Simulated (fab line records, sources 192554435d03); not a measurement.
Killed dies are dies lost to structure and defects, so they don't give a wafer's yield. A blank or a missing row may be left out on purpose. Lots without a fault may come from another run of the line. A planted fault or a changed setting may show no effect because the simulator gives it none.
Chamber matching | flow n5_finfet | N5_BEOL_M8_DEP_56 on pecvd-01: 3 sister chambers
The step deposits SiCN from 3MS/NH3, target thk 10 nm, time 17.5 s. 6 wafers are shown with their chamber, then 7 later ones without.

WAFERS WITH THEIR CHAMBER
wafer  | chamber | throttle_valve_pct (%) | showerhead_plenum_p_Torr (Torr)
L087.6 | 0       | 8.4                    | 3.671
L089.3 | 1       | 9.3                    | 3.675
L089.4 | 2       | 8.9                    | 3.659
L089.6 | 2       | 8.9                    | 3.669
L090.2 | 0       | 8.0                    | 3.680
L090.4 | 1       | 8.9                    | 3.683

WAFERS WITHOUT THEIR CHAMBER
wafer  | throttle_valve_pct (%) | showerhead_plenum_p_Torr (Torr)
L090.6 | 8.4                    | 3.688
L094.1 | 8.4                    | 3.673
L094.2 | 9.1                    | 3.672
L094.6 | 9.2                    | 3.675
L095.1 | 9.0                    | 3.673
L095.3 | 8.4                    | 3.675
L095.5 | 9.0                    | 3.665

WHICH CHAMBER EACH WENT THROUGH
wafer  | from the rows above     | in truth
L090.6 | can't be placed: 0 or 1 | 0
L094.1 | can't be placed: 0 or 2 | 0
L094.2 | can't be placed: 1 or 2 | 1
L094.6 | can't be placed: 1 or 2 | 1
L095.1 | can't be placed: 1 or 2 | 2
L095.3 | can't be placed: 0 or 2 | 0
L095.5 | can't be placed: 2 or 1 | 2
Placed correctly: 0 of 7. Can't be placed from these rows: 7 (the true chamber is among the candidates in 7). Placed wrongly: 0.
How it was worked out, from the rows above alone: a wafer's distance from a chamber is the root of the sum, over the readings, of the square of ((its reading less the chamber's mean) divided by the reading's scatter). The wafer belongs to the nearest chamber; if the next one is less than 2 further off, it can't be placed. A chamber's mean is the mean of its shown wafers. The scatter: the root of (the sum of the squares of (reading less its chamber's mean) over the shown wafers, divided by (wafers less chambers)).
